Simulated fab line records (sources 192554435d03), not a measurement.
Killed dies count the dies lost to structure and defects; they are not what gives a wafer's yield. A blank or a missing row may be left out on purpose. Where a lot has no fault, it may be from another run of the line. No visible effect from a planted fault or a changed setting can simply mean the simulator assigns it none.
Which of the tools did it? + flow n5Finfet + 63 wafers from 21 lots sampled at 6 of the route's 1938 steps

WHAT THE GAUGES READ, wafer by wafer
No reading from a measuring or inspecting step in the record can be judged against a usual standard deviation.

WHAT TOOL EACH LOT RAN ON (gives the tool, then ch and the chambers of the sampled wafers, and finally the start)
| lot  | N5_BEOL_M13_TRENCH_ETCH_34        | N5_BEOL_M14_DESCUM_15             | N5_BEOL_M14_STRIP_64                         | N5_BEOL_M14_DEP_53              | N5_BEOL_M15_STRIP_64                         | N5_BEOL_M15_ANNEAL_48           |
|------|-----------------------------------|-----------------------------------|----------------------------------------------|---------------------------------|----------------------------------------------|---------------------------------|
| L075 | rieDiel-02 ch 1,2,3, day 12 02:08 | rieDiel-01 ch 0,1,2, day 12 06:29 | rieDiel-01 ch 0,1,2, day 12 10:55 or earlier | pecvd-01 ch 0,1, day 12 10:55   | rieDiel-05 ch 0,1,2, day 12 16:57 or earlier | rtpAnneal-01 ch 0, day 12 16:57 |
| L074 | rieDiel-03 ch 1,2,3, day 12 02:17 | rieDiel-06 ch 0,2,3, day 12 05:44 | rieDiel-06 ch 0,2,3, day 12 10:26 or earlier | pecvd-01 ch 0,1, day 12 10:26   | rieDiel-02 ch 1,3, day 12 16:41 or earlier   | rtpAnneal-01 ch 0, day 12 16:41 |
| L076 | rieDiel-03 ch 1,2, day 12 02:58   | rieDiel-06 ch 1,2,3, day 12 06:10 | rieDiel-06 ch 1,2,3, day 12 10:27 or earlier | pecvd-02 ch 0,1, day 12 10:27   | rieDiel-05 ch 0,1, day 12 18:53 or earlier   | rtpAnneal-01 ch 0, day 12 18:53 |
| L078 | rieDiel-03 ch 1,2,3, day 12 22:29 | rieDiel-01 ch 1,2,3, day 13 02:40 | rieDiel-01 ch 1,2,3, day 13 08:05 or earlier | pecvd-02 ch 0,1,2, day 13 08:05 | rieDiel-02 ch 1,2,3, day 13 13:24 or earlier | rtpAnneal-02 ch 0, day 13 13:24 |
| L077 | rieDiel-03 ch 0,3, day 13 04:00   | rieDiel-06 ch 1,2, day 13 08:22   | rieDiel-06 ch 1,2, day 13 13:37 or earlier   | pecvd-01 ch 0,2, day 13 13:37   | rieDiel-05 ch 1,2, day 13 18:11 or earlier   | rtpAnneal-01 ch 0, day 13 18:11 |
| L079 | rieDiel-03 ch 0,1,3, day 13 20:13 | rieDiel-01 ch 0,2,3, day 14 00:05 | rieDiel-01 ch 0,2,3, day 14 05:22 or earlier | pecvd-01 ch 0,1,2, day 14 05:22 | rieDiel-03 ch 0,1,2, day 14 11:01 or earlier | rtpAnneal-01 ch 0, day 14 11:01 |
| L081 | rieDiel-02 ch 0,1,3, day 14 04:11 | rieDiel-06 ch 1,2,3, day 14 08:17 | rieDiel-06 ch 1,2,3, day 14 12:02 or earlier | pecvd-04 ch 0,1,2, day 14 12:02 | rieDiel-02 ch 0,1,2, day 14 18:25 or earlier | rtpAnneal-02 ch 0, day 14 18:25 |
| L083 | rieDiel-03 ch 0,1, day 15 13:02   | rieDiel-01 ch 1,2,3, day 15 17:07 | rieDiel-01 ch 1,2,3, day 15 23:08 or earlier | pecvd-01 ch 0,1,2, day 15 23:08 | rieDiel-02 ch 1,2,3, day 16 03:20 or earlier | rtpAnneal-02 ch 0, day 16 03:20 |
| L084 | rieDiel-02 ch 1,2,3, day 16 06:18 | rieDiel-06 ch 2,3, day 16 10:20   | rieDiel-06 ch 2,3, day 16 16:18 or earlier   | pecvd-04 ch 1,2, day 16 16:18   | rieDiel-02 ch 2,3, day 16 23:04 or earlier   | rtpAnneal-02 ch 0, day 16 23:04 |
| L085 | rieDiel-02 ch 2,3, day 16 06:57   | rieDiel-04 ch 0,2, day 16 11:04   | rieDiel-04 ch 0,2, day 16 16:22 or earlier   | pecvd-04 ch 0,1, day 16 16:22   | rieDiel-03 ch 0,2,3, day 16 23:23 or earlier | rtpAnneal-02 ch 0, day 16 23:23 |
| L088 | rieDiel-02 ch 1,2,3, day 16 07:38 | rieDiel-04 ch 0,2, day 16 11:36   | rieDiel-04 ch 0,2, day 16 17:07 or earlier   | pecvd-01 ch 0,2, day 16 17:07   | rieDiel-02 ch 2,3, day 17 01:32 or earlier   | rtpAnneal-01 ch 0, day 17 01:32 |
| L086 | rieDiel-05 ch 0,1,3, day 16 15:12 | rieDiel-01 ch 2,3, day 16 19:58   | rieDiel-01 ch 2,3, day 17 00:12 or earlier   | pecvd-02 ch 0,2, day 17 00:12   | rieDiel-05 ch 1,2, day 17 05:24 or earlier   | rtpAnneal-01 ch 0, day 17 05:24 |
| L087 | rieDiel-05 ch 0,1,3, day 16 20:17 | rieDiel-06 ch 1,3, day 17 01:46   | rieDiel-06 ch 1,3, day 17 06:02 or earlier   | pecvd-01 ch 1,2, day 17 06:02   | rieDiel-05 ch 0,1, day 17 12:24 or earlier   | rtpAnneal-02 ch 0, day 17 12:24 |
| L089 | rieDiel-05 ch 1,2,3, day 16 22:44 | rieDiel-01 ch 1,3, day 17 03:54   | rieDiel-01 ch 1,3, day 17 07:26 or earlier   | pecvd-04 ch 0,1,2, day 17 07:26 | rieDiel-02 ch 1,2, day 17 14:46 or earlier   | rtpAnneal-02 ch 0, day 17 14:46 |
| L092 | rieDiel-02 ch 0,1,2, day 17 01:41 | rieDiel-01 ch 0,2,3, day 17 06:13 | rieDiel-01 ch 0,2,3, day 17 11:54 or earlier | pecvd-01 ch 0,1,2, day 17 11:54 | rieDiel-03 ch 0,1, day 17 21:14 or earlier   | rtpAnneal-01 ch 0, day 17 21:14 |
| L090 | rieDiel-02 ch 0,1,2, day 17 06:02 | rieDiel-04 ch 0,2,3, day 17 08:22 | rieDiel-04 ch 0,2,3, day 17 12:22 or earlier | pecvd-04 ch 0,1,2, day 17 12:22 | rieDiel-05 ch 1,2, day 17 21:57 or earlier   | rtpAnneal-01 ch 0, day 17 21:57 |
| L094 | rieDiel-05 ch 0,2, day 17 14:47   | rieDiel-04 ch 0,1,2, day 17 18:07 | rieDiel-04 ch 0,1,2, day 17 22:05 or earlier | pecvd-04 ch 0,2, day 17 22:05   | rieDiel-05 ch 0,1,2, day 18 02:43 or earlier | rtpAnneal-01 ch 0, day 18 02:43 |
| L093 | rieDiel-02 ch 0,1,2, day 17 14:52 | rieDiel-01 ch 0,3, day 17 18:29   | rieDiel-01 ch 0,3, day 18 02:29 or earlier   | pecvd-01 ch 1,2, day 18 02:29   | rieDiel-05 ch 1,2,3, day 18 06:46 or earlier | rtpAnneal-02 ch 0, day 18 06:46 |
| L096 | rieDiel-05 ch 0,2,3, day 18 06:19 | rieDiel-01 ch 0,1,3, day 18 11:37 | rieDiel-01 ch 0,1,3, day 18 20:49 or earlier | pecvd-02 ch 0,2, day 18 20:49   | rieDiel-03 ch 0,1,3, day 19 04:31 or earlier | rtpAnneal-01 ch 0, day 19 04:31 |
| L095 | rieDiel-02 ch 0,1,3, day 18 08:59 | rieDiel-01 ch 0,3, day 18 13:29   | rieDiel-01 ch 0,3, day 18 21:05 or earlier   | pecvd-01 ch 0,1, day 18 21:05   | rieDiel-05 ch 0,1,2, day 19 04:07 or earlier | rtpAnneal-01 ch 0, day 19 04:07 |
| L097 | rieDiel-02 ch 1,2,3, day 19 06:23 | rieDiel-06 ch 1,2,3, day 19 12:00 | rieDiel-06 ch 1,2,3, day 19 18:37 or earlier | pecvd-04 ch 1,2, day 19 18:37   | rieDiel-02 ch 0,2,3, day 20 03:16 or earlier | rtpAnneal-01 ch 0, day 20 03:16 |
- N5_BEOL_M13_TRENCH_ETCH_34: etches SiOC in C4F8/O2/Ar, target depth 413.47 nm, time 162.6 s.
- N5_BEOL_M14_DESCUM_15: chemistry O2, time 7.9 s.
- N5_BEOL_M14_STRIP_64: strips in O2.
- N5_BEOL_M14_DEP_53: deposits SiCN from 3MS/NH3, target thk 50 nm, time 17.8 s.
- N5_BEOL_M15_STRIP_64: strips in O2.
- N5_BEOL_M15_ANNEAL_48: time 90 s.

AS READ BY THE TOOLS THEMSELVES (means over the sampled wafers that have a number; for cases with no such wafer, the mark the record gives instead)
N5_BEOL_M13_TRENCH_ETCH_34.
| lot  | tool       | drypumpMotorCurrentA (A) | oesProductAu (a.u.) | rfVppV (V) | showerheadPlenumPTorr (Torr) | throttleValvePct (%) |
|------|------------|--------------------------|---------------------|------------|------------------------------|----------------------|
| L075 | rieDiel-02 | 6.0                      | 0.72                | 664        | 3.35                         | 24.19                |
| L074 | rieDiel-03 | 5.7                      | 0.90                | 666        | 3.44                         | 23.88                |
| L076 | rieDiel-03 | 5.9                      | 0.95                | 666        | 3.43                         | 23.72                |
| L078 | rieDiel-03 | 5.7                      | 0.88                | 665        | 3.43                         | 23.88                |
| L077 | rieDiel-03 | 5.1                      | 0.73                | 667        | 3.49                         | 24.14                |
| L079 | rieDiel-03 | 5.6                      | 0.78                | 666        | 3.44                         | 24.01                |
| L081 | rieDiel-02 | 5.8                      | 0.79                | 663        | 3.35                         | 24.09                |
| L083 | rieDiel-03 | 6.0                      | 0.80                | 665        | 3.39                         | 23.90                |
| L084 | rieDiel-02 | 6.0                      | 0.69                | 663        | 3.34                         | 24.22                |
| L085 | rieDiel-02 | 5.9                      | 0.69                | 663        | 3.33                         | 24.18                |
| L088 | rieDiel-02 | 6.0                      | 0.70                | 663        | 3.34                         | 24.22                |
| L086 | rieDiel-05 | 5.3                      | 0.87                | 667        | 3.47                         | 24.04                |
| L087 | rieDiel-05 | 5.3                      | 0.86                | 667        | 3.47                         | 24.04                |
| L089 | rieDiel-05 | 5.3                      | 0.87                | 669        | 3.57                         | 24.03                |
| L092 | rieDiel-02 | 5.7                      | 0.77                | 665        | 3.41                         | 23.97                |
| L090 | rieDiel-02 | 5.7                      | 0.76                | 667        | 3.41                         | 23.96                |
| L094 | rieDiel-05 | 5.6                      | 0.88                | 666        | 3.42                         | 24.09                |
| L093 | rieDiel-02 | 5.7                      | 0.76                | 666        | 3.41                         | 23.98                |
| L096 | rieDiel-05 | 5.4                      | 0.89                | 667        | 3.47                         | 24.04                |
| L095 | rieDiel-02 | 5.8                      | 0.84                | 667        | 3.46                         | 24.03                |
| L097 | rieDiel-02 | 6.0                      | 0.87                | 666        | 3.46                         | 24.05                |

N5_BEOL_M14_DESCUM_15.
| lot  | tool       | drypumpMotorCurrentA (A) | o2FlowSccm (sccm) | oesProductAu (a.u.) | rfVppV (V) | showerheadPlenumPTorr (Torr) | throttleValvePct (%) |
|------|------------|--------------------------|-------------------|---------------------|------------|------------------------------|----------------------|
| L075 | rieDiel-01 | 5.7                      | 225.9             | 0.78                | 244.9      | 2.19                         | 20.22                |
| L074 | rieDiel-06 | 5.2                      | 224.9             | 0.82                | 242.5      | 2.08                         | 20.06                |
| L076 | rieDiel-06 | 5.4                      | 225.0             | 0.79                | 242.6      | 2.07                         | 20.32                |
| L078 | rieDiel-01 | 5.5                      | 225.4             | 0.78                | 244.6      | 2.15                         | 20.27                |
| L077 | rieDiel-06 | 5.6                      | 224.5             | 0.85                | 243.5      | 2.13                         | 20.22                |
| L079 | rieDiel-01 | 5.7                      | 225.5             | 0.81                | 245.3      | 2.17                         | 20.12                |
| L081 | rieDiel-06 | 5.3                      | 225.3             | 0.88                | 244.0      | 2.15                         | 20.23                |
| L083 | rieDiel-01 | 5.5                      | 225.6             | 0.86                | 244.3      | 2.14                         | 20.17                |
| L084 | rieDiel-06 | 5.4                      | 224.4             | 0.87                | 244.0      | 2.16                         | 20.04                |
| L085 | rieDiel-04 | 6.0                      | 225.2             | 0.88                | 243.6      | 2.11                         | 20.17                |
| L088 | rieDiel-04 | 6.0                      | 225.2             | 0.91                | 243.1      | 2.09                         | 20.23                |
| L086 | rieDiel-01 | 5.7                      | 224.8             | 0.76                | 244.8      | 2.16                         | 20.21                |
| L087 | rieDiel-06 | 5.2                      | 224.6             | 0.85                | 244.3      | 2.18                         | 20.27                |
| L089 | rieDiel-01 | 5.3                      | 225.0             | 0.89                | 243.3      | 2.12                         | 20.18                |
| L092 | rieDiel-01 | 5.7                      | 225.3             | 0.78                | 244.0      | 2.16                         | 20.16                |
| L090 | rieDiel-04 | 5.8                      | 225.0             | 0.85                | 243.1      | 2.11                         | 20.22                |
| L094 | rieDiel-04 | 6.1                      | 225.1             | 0.89                | 243.4      | 2.12                         | 20.38                |
| L093 | rieDiel-01 | 5.5                      | 225.0             | 0.80                | 243.6      | 2.14                         | 20.16                |
| L096 | rieDiel-01 | 5.5                      | 224.2             | 0.84                | 244.2      | 2.14                         | 20.16                |
| L095 | rieDiel-01 | 5.7                      | 224.9             | 0.79                | 243.9      | 2.17                         | 20.13                |
| L097 | rieDiel-06 | 5.4                      | 224.7             | 0.80                | 243.8      | 2.14                         | 20.29                |

N5_BEOL_M14_STRIP_64.
| lot  | tool       | drypumpMotorCurrentA (A) | o2FlowSccm (sccm) | oesProductAu (a.u.) | rfVppV (V) | showerheadPlenumPTorr (Torr) | throttleValvePct (%) |
|------|------------|--------------------------|-------------------|---------------------|------------|------------------------------|----------------------|
| L075 | rieDiel-01 | 5.7                      | 225.0             | 0.78                | 3.4        | 2.19                         | 16.50                |
| L074 | rieDiel-06 | 5.2                      | 224.5             | 0.82                | 3.5        | 2.08                         | 16.34                |
| L076 | rieDiel-06 | 5.4                      | 225.0             | 0.79                | 3.3        | 2.07                         | 16.57                |
| L078 | rieDiel-01 | 5.5                      | 224.6             | 0.78                | 4.0        | 2.15                         | 16.56                |
| L077 | rieDiel-06 | 5.6                      | 224.2             | 0.85                | 3.7        | 2.13                         | 16.44                |
| L079 | rieDiel-01 | 5.7                      | 224.8             | 0.82                | 3.7        | 2.18                         | 16.38                |
| L081 | rieDiel-06 | 5.4                      | 225.1             | 0.87                | 3.6        | 2.16                         | 16.46                |
| L083 | rieDiel-01 | 5.5                      | 224.9             | 0.85                | 3.6        | 2.15                         | 16.44                |
| L084 | rieDiel-06 | 5.4                      | 224.7             | 0.87                | 3.5        | 2.16                         | 16.28                |
| L085 | rieDiel-04 | 6.0                      | 225.2             | 0.88                | 3.4        | 2.12                         | 16.40                |
| L088 | rieDiel-04 | 6.0                      | 224.9             | 0.90                | 3.9        | 2.10                         | 16.43                |
| L086 | rieDiel-01 | 5.7                      | 224.1             | 0.77                | 3.5        | 2.16                         | 16.50                |
| L087 | rieDiel-06 | 5.1                      | 224.0             | 0.85                | 3.7        | 2.18                         | 16.50                |
| L089 | rieDiel-01 | 5.3                      | 224.8             | 0.90                | 3.8        | 2.12                         | 16.42                |
| L092 | rieDiel-01 | 5.7                      | 224.7             | 0.77                | 3.5        | 2.17                         | 16.44                |
| L090 | rieDiel-04 | 5.8                      | 225.8             | 0.85                | 3.5        | 2.11                         | 16.43                |
| L094 | rieDiel-04 | 6.1                      | 225.2             | 0.90                | 3.5        | 2.12                         | 16.56                |
| L093 | rieDiel-01 | 5.4                      | 226.2             | 0.80                | 3.6        | 2.14                         | 16.42                |
| L096 | rieDiel-01 | 5.5                      | 224.7             | 0.84                | 3.6        | 2.15                         | 16.41                |
| L095 | rieDiel-01 | 5.7                      | 225.1             | 0.79                | 3.5        | 2.17                         | 16.39                |
| L097 | rieDiel-06 | 5.4                      | 224.8             | 0.80                | 4.1        | 2.14                         | 16.53                |

N5_BEOL_M14_DEP_53.
| lot  | tool     | showerheadPlenumPTorr (Torr) | throttleValvePct (%) |
|------|----------|------------------------------|----------------------|
| L075 | pecvd-01 | 4.133                        | 18.7                 |
| L074 | pecvd-01 | 4.139                        | 18.8                 |
| L076 | pecvd-02 | 4.162                        | 18.7                 |
| L078 | pecvd-02 | 4.155                        | 18.1                 |
| L077 | pecvd-01 | 4.153                        | 18.2                 |
| L079 | pecvd-01 | 4.155                        | 18.1                 |
| L081 | pecvd-04 | 4.142                        | 18.6                 |
| L083 | pecvd-01 | 4.155                        | 18.3                 |
| L084 | pecvd-04 | 4.134                        | 18.2                 |
| L085 | pecvd-04 | 4.152                        | 19.1                 |
| L088 | pecvd-01 | 4.167                        | 17.9                 |
| L086 | pecvd-02 | 4.180                        | 18.5                 |
| L087 | pecvd-01 | 4.162                        | 18.0                 |
| L089 | pecvd-04 | 4.143                        | 18.7                 |
| L092 | pecvd-01 | 4.149                        | 18.1                 |
| L090 | pecvd-04 | 4.143                        | 18.6                 |
| L094 | pecvd-04 | 4.133                        | 17.8                 |
| L093 | pecvd-01 | 4.164                        | 18.1                 |
| L096 | pecvd-02 | 4.174                        | 18.4                 |
| L095 | pecvd-01 | 4.142                        | 18.8                 |
| L097 | pecvd-04 | 4.135                        | 19.3                 |

N5_BEOL_M15_STRIP_64.
| lot  | tool       | drypumpMotorCurrentA (A) | o2FlowSccm (sccm) | oesProductAu (a.u.) | rfVppV (V) | showerheadPlenumPTorr (Torr) | throttleValvePct (%) |
|------|------------|--------------------------|-------------------|---------------------|------------|------------------------------|----------------------|
| L075 | rieDiel-05 | 5.5                      | 224.9             | 0.90                | 3.4        | 2.18                         | 16.52                |
| L074 | rieDiel-02 | 6.3                      | 224.9             | 0.73                | 3.6        | 2.00                         | 16.82                |
| L076 | rieDiel-05 | 5.5                      | 224.8             | 0.87                | 3.9        | 2.16                         | 16.49                |
| L078 | rieDiel-02 | 6.0                      | 225.1             | 0.72                | 3.7        | 2.05                         | 16.76                |
| L077 | rieDiel-05 | 5.5                      | 224.9             | 0.87                | 3.7        | 2.22                         | 16.45                |
| L079 | rieDiel-03 | 5.7                      | 225.0             | 0.83                | 3.4        | 2.11                         | 16.38                |
| L081 | rieDiel-02 | 5.7                      | 225.3             | 0.79                | 3.4        | 2.11                         | 16.53                |
| L083 | rieDiel-02 | 6.0                      | 225.2             | 0.71                | 3.4        | 2.05                         | 16.80                |
| L084 | rieDiel-02 | 5.7                      | 224.8             | 0.68                | 3.4        | 2.10                         | 16.76                |
| L085 | rieDiel-03 | 5.3                      | 224.8             | 0.89                | 3.3        | 2.12                         | 16.32                |
| L088 | rieDiel-02 | 5.7                      | 224.6             | 0.68                | 4.0        | 2.10                         | 16.75                |
| L086 | rieDiel-05 | 5.5                      | 224.7             | 0.86                | 4.2        | 2.23                         | 16.52                |
| L087 | rieDiel-05 | 5.5                      | 224.8             | 0.85                | 4.0        | 2.10                         | 16.61                |
| L089 | rieDiel-02 | 5.9                      | 225.1             | 0.69                | 3.3        | 2.11                         | 16.79                |
| L092 | rieDiel-03 | 5.5                      | 224.9             | 0.92                | 3.5        | 2.11                         | 16.26                |
| L090 | rieDiel-05 | 5.6                      | 225.7             | 0.86                | 3.5        | 2.23                         | 16.53                |
| L094 | rieDiel-05 | 5.5                      | 225.1             | 0.85                | 3.8        | 2.17                         | 16.58                |
| L093 | rieDiel-05 | 5.3                      | 225.3             | 0.86                | 3.7        | 2.19                         | 16.48                |
| L096 | rieDiel-03 | 5.5                      | 225.2             | 0.83                | 3.4        | 2.08                         | 16.34                |
| L095 | rieDiel-05 | 5.5                      | 224.9             | 0.84                | 3.9        | 2.16                         | 16.60                |
| L097 | rieDiel-02 | 5.5                      | 225.2             | 0.92                | 3.3        | 2.17                         | 16.25                |

N5_BEOL_M15_ANNEAL_48.
| lot  | tool         | annealTempC (C) | wafer_temp_C_max |
|------|--------------|-----------------|------------------|
| L075 | rtpAnneal-01 | 225.18          | 226.0            |
| L074 | rtpAnneal-01 | 224.90          | 226.2            |
| L076 | rtpAnneal-01 | 224.95          | 226.0            |
| L078 | rtpAnneal-02 | 225.05          | 226.5            |
| L077 | rtpAnneal-01 | 225.03          | 226.0            |
| L079 | rtpAnneal-01 | 224.88          | 226.1            |
| L081 | rtpAnneal-02 | 224.85          | 226.4            |
| L083 | rtpAnneal-02 | 224.89          | 226.7            |
| L084 | rtpAnneal-02 | 225.02          | 226.4            |
| L085 | rtpAnneal-02 | 225.10          | 226.2            |
| L088 | rtpAnneal-01 | 225.03          | 225.7            |
| L086 | rtpAnneal-01 | 225.02          | 225.9            |
| L087 | rtpAnneal-02 | 224.92          | 226.6            |
| L089 | rtpAnneal-02 | 225.05          | 226.4            |
| L092 | rtpAnneal-01 | 225.00          | 226.0            |
| L090 | rtpAnneal-01 | 225.02          | 226.3            |
| L094 | rtpAnneal-01 | 224.92          | 226.1            |
| L093 | rtpAnneal-02 | 225.00          | 226.8            |
| L096 | rtpAnneal-01 | 224.95          | 226.0            |
| L095 | rtpAnneal-01 | 225.39          | 226.0            |
| L097 | rtpAnneal-01 | 224.82          | 226.1            |

THE ANSWER, worked out from the rows above alone
Rule: what is usual is taken from the lots themselves. The widest of any qualifying gaps counts: lots, ordered by their means at a reading, are off when they make up no more than a third of the lots, leave a main group of 4 or more, and stand apart from it by 3 or more times the standard deviation of that group's means. Not used: any main group whose means are identical at the precision the tables above print for the reading. A lot without any number at a reading at which 4 lots or more have one is off too. Where the step has rows for the other lots, those lots are counted as sound. After the gauges, taken in route order, come the tools' own readings; for these a lot's mean is taken, as printed above. At the first step where some lot is off, the reading lying furthest off is the one used; lots without a number count as furthest.
Nothing can be told from this: no lot is off at any reading shown.

WHAT THE SIMULATOR HAD PUT IN
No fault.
